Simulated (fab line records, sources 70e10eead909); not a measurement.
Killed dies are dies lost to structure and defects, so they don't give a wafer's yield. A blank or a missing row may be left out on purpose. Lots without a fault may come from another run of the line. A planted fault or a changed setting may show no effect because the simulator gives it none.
fab line records | flow nand_harc
record lots=14 wafers=42 last_day=25
route steps=1159 shown A_CONTACT@948 A_BONDPAD@1083 THIN_TSV@1118 END@1159
lots that met no fault: from a run of the same line without faults
start_h: hours from the record's first day to the start of the lot's first wafer shown | wait_h: hours since the lot's step before | " the same as in the row above | L1.1+2: a row that stands for several wafers | - no value, or no start given | * or withheld: withheld | < > ~ a bound
route shown NAME@n: a module of which the file shows steps, and the number in the route of the first | usual: mean/standard deviation of fault-free wafers | same: alike in all rows | chamber/n: place in a boat | sites: the reading at each site | _std_site: their standard deviation | _edge_site: outer sites' mean less inner sites' | radius_mm: how far each site lies from the wafer's centre | mask NAME#n: copy n | behind: the tool/chamber that last shaped the wafer | hold: why the lot was held/for how many hours/how that ended | device: the transistor (n, p or np) that didn't switch | end of line: the same wafers' tests at the end of the route | a step without rows: its recipe alone | killed: dies lost to structure and defects at the first sort, not the wafer's yield | map: a wafer's dies, x killed, . not, _ none there
set.NAME: the setting as run; set.NAME@STEP: as run at that earlier step | model.NAME: the simulator's own value behind a step, which no gauge read
steps of the route over a sample of lots; a table a step, a row a wafer
services: from which hour (start_h, from the record's first day; less than 0 if before it) a tool's chamber was out of use, for how many hours, and why
## steps
# step NHARC_A_CONTACT_ETCH_139
# recipe source_w=withheld pressure_mtorr=20 bias_v=400 time_s=137 target_depth_a=5900 ar_flow_sccm=withheld c4f8_flow_sccm=11.5 o2_flow_sccm=7.2 chemistry=C4F8/O2/Ar
# columns lot.wafer tool chamber start_h wait_h rf_hours_counter_h
L764.2 har_cap_etch-01 0 396.73 0.1 59
L764.6 " 0 " " -
L764.5 " 1 " " -
L766.1 har_cap_etch-03 1 397.02 0.1 88
L766.5 " 1 " " -
L766.6 " 0 " " -
L763.1 har_cap_etch-02 1 405.01 0.1 15
L763.4 " 1 " " -
L763.3 " 0 " " -
L770.1 har_cap_etch-01 1 420.34 0.1 64
L770.2 " 0 " " 64
L770.4 " 1 " " -
L769.4 har_cap_etch-03 0 421.62 0.2 -
L769.6 " 1 " " -
L769.5 " 0 " " -
L772.1 har_cap_etch-03 1 448.32 0.1 96
L772.4 " 0 " " -
L772.5 " 1 " " -
L771.2 har_cap_etch-01 1 452.35 0.1 69
L771.6 " 0 " " -
L771.5 " 1 " " -
L775.2 har_cap_etch-01 0 462.06 0.1 71
L775.4 " 1 " " -
L775.3 " 0 " " -
L776.2 har_cap_etch-01 1 466.17 0.1 71
L776.4 " 0 " " -
L776.5 " 1 " " -
L781.2 har_cap_etch-02 0 492.91 0.1 30
L781.5 " 1 " " -
L781.6 " 0 " " -
L780.4 har_cap_etch-03 0 493.18 0.1 -
L780.5 " 0 " " -
L780.6 " 1 " " -
L782.1 har_cap_etch-02 0 501.11 0.1 31
L782.3 " 0 " " -
L782.5 " 0 " " -
L785.4 har_cap_etch-02 1 517.34 0.2 -
L785.5 " 0 " " -
L785.6 " 1 " " -
L786.2 har_cap_etch-03 0 528.18 0.1 113
L786.5 " 0 " " -
L786.6 " 1 " " -
# step NHARC_A_BONDPAD_PRE_CLEAN_26
# recipe time_s=30 temp_c=280 gas=H2/He
# usual heater_power_w=403/40
# columns lot.wafer tool chamber start_h wait_h heater_power_w
L766.1 pvd_sputter-02 - - - 427
L766.6 " - " " 469
L766.5 " - " " 428
L764.2 pvd_sputter-01 - - - 409
L764.6 " - " " 396
L764.5 " - " " 460
L763.4 pvd_sputter-03 - - - 410
L763.3 " - " " 361
L763.1 " - " " 405
L770.4 pvd_sputter-03 - - - 356
L770.1 " - " " 358
L770.2 " - " " 407
L769.4 pvd_sputter-03 - - - 360
L769.5 " - " " 356
L769.6 " - " " 356
L772.1 pvd_sputter-02 - - - 384
L772.4 " - " " 473
L772.5 " - " " 474
L771.2 pvd_sputter-02 - - - 394
L771.6 " - " " 393
L771.5 " - " " 474
L775.2 pvd_sputter-02 - - - 473
L775.4 " - " " 431
L775.3 " - " " 401
L776.4 pvd_sputter-01 - - - 395
L776.2 " - " " 384
L776.5 " - " " 404
L781.2 pvd_sputter-03 - - - 354
L781.6 " - " " 410
L781.5 " - " " 417
L780.4 pvd_sputter-01 - - - 467
L780.5 " - " " 473
L780.6 " - " " 385
L782.3 pvd_sputter-02 - - - 386
L782.1 " - " " 391
L782.5 " - " " 390
L785.4 pvd_sputter-01 - - - 350
L785.6 " - " " 419
L785.5 " - " " 476
L786.2 pvd_sputter-02 - - - 406
L786.5 " - " " 480
L786.6 " - " " 429
# step NHARC_THIN_TSV_DESCUM_14
# recipe time_s=3 o2_flow_sccm=200 ar_flow_sccm=0 bias_power_w=0 chemistry=O2
# usual drypump_motor_current_A=5.8/0.51 oes_product_au=1.000/0.0084 rf_vpp_V=57.7/0.85 showerhead_plenum_p_Torr=1.92/0.064 throttle_valve_pct=11.311/0.009
# columns lot.wafer tool chamber start_h wait_h drypump_motor_current_A oes_product_au rf_hours_counter_h rf_vpp_V showerhead_plenum_p_Torr throttle_valve_pct
L766.1 rie_diel-11 1 431.09 - 6.1 0.983 2 58.2 1.93 11.310
L766.5 " 0 " " 6.0 0.994 - 58.4 1.97 11.298
L766.6 " 1 " " 6.1 0.980 - 57.5 1.93 11.313
L764.2 rie_diel-02 0 439.06 - 5.8 1.002 11 59.6 1.82 11.307
L764.5 " 2 " " 5.6 0.996 - 58.5 1.98 11.337
L764.6 " 3 " " 6.5 0.996 - 56.3 1.84 11.310
L763.4 rie_diel-11 1 440.26 - 6.1 0.993 3 58.4 1.93 11.307
L763.1 " 3 " " 5.8 0.989 3 57.6 1.97 11.313
L763.3 " 0 " " 6.0 0.987 3 57.1 1.97 11.298
L770.1 rie_diel-02 3 457.61 - 6.6 1.012 15 57.8 1.84 11.309
L770.4 " 0 " " 5.8 1.002 14 56.3 1.82 11.315
L770.2 " 1 " " 5.9 1.010 12 56.8 1.84 11.313
L769.4 rie_diel-02 3 458.69 - 6.6 1.012 16 58.1 1.84 11.309
L769.6 " 2 " " 5.6 1.019 - 58.8 1.98 11.318
L769.5 " 3 " " 6.5 1.015 - 57.9 1.84 11.307
L772.1 rie_diel-13 0 482.97 - 5.2 0.995 1 56.5 1.95 11.316
L772.4 " 3 " " 4.8 1.011 - 57.6 2.00 11.308
L772.5 " 0 " " 5.3 0.990 - 57.3 1.95 11.302
L771.2 rie_diel-02 1 487.41 - 5.9 1.008 14 57.3 1.84 11.315
L771.5 " 2 " " 5.6 1.013 - 58.3 1.98 11.316
L771.6 " 3 " " 6.6 1.003 - 56.6 1.84 11.315
L775.2 rie_diel-13 2 498.43 - 6.5 1.007 1 56.4 1.84 11.312
L775.4 " 0 " " 5.3 0.993 3 58.7 1.94 11.316
L775.3 " 1 " " 5.4 0.997 1 58.5 1.97 11.302
L776.4 rie_diel-11 0 507.12 - 6.0 1.003 6 57.2 1.97 11.311
L776.2 " 2 " " 6.5 0.999 6 57.0 1.90 11.317
L776.5 " 0 " " 6.0 1.001 - 58.7 1.97 11.292
L781.2 rie_diel-02 3 530.15 - 6.6 1.012 2 57.6 1.84 11.311
L781.5 " 1 " " 5.9 1.000 - 58.8 1.84 11.292
L781.6 " 2 " " 5.6 1.013 - 56.6 1.98 11.330
L780.4 rie_diel-02 3 531.34 - 6.6 0.999 2 57.7 1.84 11.315
L780.5 " 3 " " 6.6 1.008 - 57.0 1.84 11.294
L780.6 " 0 " " 5.8 0.993 - 57.7 1.82 11.338
L782.3 rie_diel-02 3 536.32 - 6.5 1.009 3 56.7 1.84 11.317
L782.1 " 0 " " 5.8 1.001 3 55.3 1.81 11.304
L782.5 " 0 " " 5.8 0.989 - 58.4 1.81 11.302
L785.4 rie_diel-13 0 562.52 - 5.2 0.991 7 57.7 1.94 11.294
L785.5 " 3 " " 4.8 0.997 - 58.0 1.99 11.302
L785.6 " 0 " " 5.3 0.985 - 57.3 1.94 11.327
L786.2 rie_diel-02 0 566.30 - 5.8 1.003 5 57.4 1.81 11.302
L786.5 " 2 " " 5.6 1.001 - 59.1 1.98 11.328
L786.6 " 3 " " 6.6 1.007 - 57.0 1.84 11.306
# step NHARC_END_SORT_01
# recipe temp_c=25
# usual killed_at_array=29/11 killed_at_other=0.5/0.8 killed_at_periphery=3.5/2.8 killed_dies=33/12 killed_open=3.1/1.8 killed_short=1.8/1.4
# same gross_dies=677
# columns lot.wafer tool chamber start_h wait_h killed_at_array killed_at_other killed_at_periphery killed_dies killed_open killed_short
L782.1 prober-02 0 558.20 2.5 135 0 7 142 3 2
L782.3 prober-02 0 559.77 3.1 122 0 5 127 1 1
L782.5 prober-02 0 561.34 3.6 121 0 3 124 3 1
L785.4 prober-01 0 579.09 3.4 95 0 1 96 2 2
L785.5 prober-01 0 579.90 3.7 126 0 1 127 1 2
L785.6 prober-01 0 580.71 4.0 103 1 4 108 1 5
# killed by level:class
L782.1 A_CONTACT:unspecified=95 A_SLIT:chamber_film_flake=18 A_CHANNEL_HOLE_D1:chamber_film_flake=13 P_GATE:chamber_film_flake=3 A_CONTACT:geometric_particle:open=2 P_STI:chamber_film_flake=2 A_STAIRCASE:chamber_film_flake=2 A_CONTACT:chamber_film_flake=2
L782.3 A_CONTACT:unspecified=94 A_CHANNEL_HOLE_D1:chamber_film_flake=15 A_STAIRCASE:chamber_film_flake=5 P_STI:chamber_film_flake=4 A_SLIT:chamber_film_flake=4 A_CONTACT:chamber_film_flake=2 A_CHANNEL_FILL_D1:geometric_particle:short=1 A_CONTACT:geometric_particle:open=1
L782.5 A_CONTACT:unspecified=90 A_CHANNEL_HOLE_D1:chamber_film_flake=17 A_STAIRCASE:chamber_film_flake=6 A_SLIT:chamber_film_flake=5 P_STI:chamber_film_flake=2 P_CONTACT:geometric_particle:open=1 A_ONON_D1:geometric_particle:short=1 A_WL_FILL:geometric_particle:open=1
L785.4 A_CONTACT:unspecified=58 A_SLIT:chamber_film_flake=22 A_CHANNEL_HOLE_D1:chamber_film_flake=6 A_STAIRCASE:chamber_film_flake=5 A_CHANNEL_FILL_D1:geometric_particle:short=1 A_CONTACT:geometric_particle:open=1 A_M0:geometric_particle:open=1 A_M0:geometric_particle:short=1
L785.5 A_CONTACT:unspecified=88 A_SLIT:chamber_film_flake=26 A_STAIRCASE:chamber_film_flake=4 A_CHANNEL_HOLE_D1:chamber_film_flake=3 A_WL_FILL:geometric_particle:short=1 A_CONTACT:geometric_particle:short=1 A_CONTACT:geometric_particle:open=1 P_STI:chamber_film_flake=1
L785.6 A_CONTACT:unspecified=54 A_SLIT:chamber_film_flake=22 A_CHANNEL_HOLE_D1:chamber_film_flake=17 A_WL_FILL:geometric_particle:short=4 A_STAIRCASE:chamber_film_flake=4 P_ZERO_WELL:chamber_film_flake=2 P_STI:chamber_film_flake=2 A_WL_FILL:geometric_particle:open=1
## services
# columns tool chamber start_h hours kind
rie_diel-13 3 386.13 44.7 repair
pvd_sputter-02 - 392.00 10.0 pm
rie_diel-13 0 392.15 6.9 repair
rie_diel-02 1 397.78 13.9 repair
har_cap_etch-02 - 401.11 1.1 repair
rie_diel-11 2 408.79 3.9 repair
rie_diel-02 0 413.59 10.8 repair
pvd_sputter-01 - 428.03 5.5 repair
rie_diel-13 2 430.34 10.0 repair
rie_diel-13 - 453.00 9.0 pm
pvd_sputter-03 - 458.09 10.0 pm
har_cap_etch-02 - 465.26 1.0 repair
rie_diel-13 1 465.92 23.7 repair
rie_diel-13 0 467.41 1.6 repair
rie_diel-02 1 473.96 2.9 repair
rie_diel-13 2 481.73 11.1 repair
rie_diel-11 0 484.65 2.8 repair
rie_diel-11 1 495.22 5.8 repair
rie_diel-11 - 505.03 1.0 repair
rie_diel-02 - 505.30 9.0 pm
pvd_sputter-01 - 514.00 10.0 pm
rie_diel-02 - 519.22 0.8 repair
har_cap_etch-03 - 545.00 17.0 pm
rie_diel-11 - 547.55 9.0 pm
## key
first_sign step=NHARC_END_SORT_01 reading=killed_at_array direction=up sigmas=7.8 usual=29 struck=117
effect step=NHARC_END_SORT_01 reading=killed_dies direction=up sigmas=7.3 usual=33 struck=121
more_kills_born_at NHARC_A_CONTACT_ETCH_139@har_cap_etch-02=479
met_at NHARC_A_CONTACT_ETCH_139
struck_lots L782,L785
tester_left_out L782,L785
not_acting_at NHARC_A_BONDPAD_PRE_CLEAN_26,NHARC_THIN_TSV_DESCUM_14
onset_between 492.91 501.11
fault kind=chamber_particle_source tool=har_cap_etch-02 chamber=- onset_h=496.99 steps=NHARC_A_CONTACT_ETCH_139 rate_per_visit_cm2=1.2043 end_h=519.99
# tester_left_out: of these lots the tester's yield and bins aren't shown, on N5 and GAA mostly nor the transistor test; their killed dies are dies lost to structure and defects alone, not to doping, threshold or leakage, so they don't give the yield
